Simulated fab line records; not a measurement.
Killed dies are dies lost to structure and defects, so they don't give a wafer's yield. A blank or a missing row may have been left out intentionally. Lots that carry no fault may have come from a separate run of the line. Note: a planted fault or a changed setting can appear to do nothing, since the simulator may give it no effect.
Check of tool commonality :: flow nand harc :: Sample size 11 lots and 33 wafers

## WHY THIS WAS OPENED
Flagged at NHARC_P_BONDPAD_THK_MEAS_20: reading thk nm, on 3 of 11 lots. Wafers without a fault read 160.7 nm, standard deviation 1.7.
Rule: a lot is flagged when every wafer of it that has a number lies more than 4 standard deviations from that mean, or none has a number. As for the other lots, they are considered sound.

lot: L972
measured: day 7 04:22
on: film metro-01
thk nm (nm), wafer by wafer: 160.8 157.8 161.1
flag: 

lot: L974
measured: day 8 11:57
on: film metro-01
thk nm (nm), wafer by wafer: 161.0 165.0 162.5
flag: 

lot: L978
measured: day 9 13:43
on: film metro-01
thk nm (nm), wafer by wafer: 161.5 158.4 161.3
flag: 

lot: L979
measured: day 10 05:23
on: film metro-01
thk nm (nm), wafer by wafer: 158.3 162.6 156.6
flag: 

lot: L982
measured: day 11 12:51
on: film metro-01
thk nm (nm), wafer by wafer: 161.2 160.6 160.8
flag: 

lot: L984
measured: day 12 15:07
on: film metro-02
thk nm (nm), wafer by wafer: 161.2 160.3 161.1
flag: 

lot: L985
measured: day 12 16:23
on: film metro-01
thk nm (nm), wafer by wafer: 162.4 160.7 160.1
flag: 

lot: L987
measured: day 13 11:55
on: film metro-02
thk nm (nm), wafer by wafer: 399.6 403.1 399.5
flag: FLAGGED

lot: L988
measured: day 13 21:59
on: film metro-01
thk nm (nm), wafer by wafer: 397.0 399.0 401.1
flag: FLAGGED

lot: L989
measured: day 14 18:59
on: film metro-01
thk nm (nm), wafer by wafer: 397.4 400.6 399.8
flag: FLAGGED

lot: L990
measured: day 14 23:19
on: film metro-02
thk nm (nm), wafer by wafer: 160.5 158.7 157.4
flag: 
The numbers of the flagged lots are 399.7 nm on average: +239.0 nm against the usual, or +99 or more standard deviations.

## WHICH TOOL RAN EACH LOT
2 process steps preceding the reading are held in the record, out of 1302 steps in the route. Read each cell as the tool, then ch plus the chambers that the sampled wafers visited, then the start.
lot: L972
flag: 
NHARC_P_BONDPAD_STRIP_15: rie diel-08 ch 0,2,3, day 7 02:22
NHARC_P_BONDPAD_CMP_19: cmp-02 ch 1,2, day 7 04:02

lot: L974
flag: 
NHARC_P_BONDPAD_STRIP_15: rie diel-05 ch 0,1,3, day 8 09:59
NHARC_P_BONDPAD_CMP_19: cmp-02 ch 0,2, day 8 11:38

lot: L978
flag: 
NHARC_P_BONDPAD_STRIP_15: rie diel-11 ch 0,2, day 9 11:46
NHARC_P_BONDPAD_CMP_19: cmp-03 ch 0,1,2, day 9 13:25

lot: L979
flag: 
NHARC_P_BONDPAD_STRIP_15: rie diel-08 ch 0,1, day 10 03:26
NHARC_P_BONDPAD_CMP_19: cmp-01 ch 0,1,2, day 10 05:08

lot: L982
flag: 
NHARC_P_BONDPAD_STRIP_15: rie diel-11 ch 1,2, day 11 10:17
NHARC_P_BONDPAD_CMP_19: cmp-02 ch 0,3, day 11 12:32

lot: L984
flag: 
NHARC_P_BONDPAD_STRIP_15: rie diel-05 ch 1,2,3, day 12 13:11
NHARC_P_BONDPAD_CMP_19: cmp-01 ch 0,1,3, day 12 14:48

lot: L985
flag: 
NHARC_P_BONDPAD_STRIP_15: rie diel-05 ch 0,1,2, day 12 14:14
NHARC_P_BONDPAD_CMP_19: cmp-03 ch 1,2,3, day 12 16:03

lot: L987
flag: FLAGGED
NHARC_P_BONDPAD_STRIP_15: rie diel-05 ch 0,1,3, day 13 09:57
NHARC_P_BONDPAD_CMP_19: cmp-02 ch 0,1,3, day 13 11:35

lot: L988
flag: FLAGGED
NHARC_P_BONDPAD_STRIP_15: rie diel-11 ch 0,2,3, day 13 20:02
NHARC_P_BONDPAD_CMP_19: cmp-01 ch 0,1, day 13 21:42

lot: L989
flag: FLAGGED
NHARC_P_BONDPAD_STRIP_15: rie diel-05 ch 0,3, day 14 17:02
NHARC_P_BONDPAD_CMP_19: cmp-01 ch 0,1, day 14 18:41

lot: L990
flag: 
NHARC_P_BONDPAD_STRIP_15: rie diel-08 ch 0,1,3, day 14 21:23
NHARC_P_BONDPAD_CMP_19: cmp-03 ch 1,2,3, day 14 23:02
What the steps here do:
- NHARC_P_BONDPAD_STRIP_15: strips in O2.
- NHARC_P_BONDPAD_CMP_19: polishes, t overpolish 30 s, cu recess touch 16 s, target thk 160.81 nm.
- NHARC_P_BONDPAD_THK_MEAS_20: measures by xrf.

## FLAGGED OVER TOTAL, TOOL BY TOOL (the gauges that took the reading come last)
step: NHARC_P_BONDPAD_STRIP_15
tool: rie diel-05
lots run: 5
flagged: 2
share of the flagged lots: some
sound lots run after its first flagged lot: 0

step: NHARC_P_BONDPAD_STRIP_15
tool: rie diel-08
lots run: 3
flagged: 0
share of the flagged lots: none
sound lots run after its first flagged lot: -

step: NHARC_P_BONDPAD_STRIP_15
tool: rie diel-11
lots run: 3
flagged: 1
share of the flagged lots: some
sound lots run after its first flagged lot: 0

step: NHARC_P_BONDPAD_CMP_19
tool: cmp-01
lots run: 4
flagged: 2
share of the flagged lots: some
sound lots run after its first flagged lot: 0

step: NHARC_P_BONDPAD_CMP_19
tool: cmp-02
lots run: 4
flagged: 1
share of the flagged lots: some
sound lots run after its first flagged lot: 0

step: NHARC_P_BONDPAD_CMP_19
tool: cmp-03
lots run: 3
flagged: 0
share of the flagged lots: none
sound lots run after its first flagged lot: -

step: NHARC_P_BONDPAD_THK_MEAS_20
tool: film metro-01
lots run: 8
flagged: 2
share of the flagged lots: some
sound lots run after its first flagged lot: 0

step: NHARC_P_BONDPAD_THK_MEAS_20
tool: film metro-02
lots run: 3
flagged: 1
share of the flagged lots: some
sound lots run after its first flagged lot: 1 (L990)

## THE TABLE: WHAT IT ALLOWS
No row of the table ran every flagged lot.

## WHAT HAD BEEN PUT IN BY THE SIMULATOR
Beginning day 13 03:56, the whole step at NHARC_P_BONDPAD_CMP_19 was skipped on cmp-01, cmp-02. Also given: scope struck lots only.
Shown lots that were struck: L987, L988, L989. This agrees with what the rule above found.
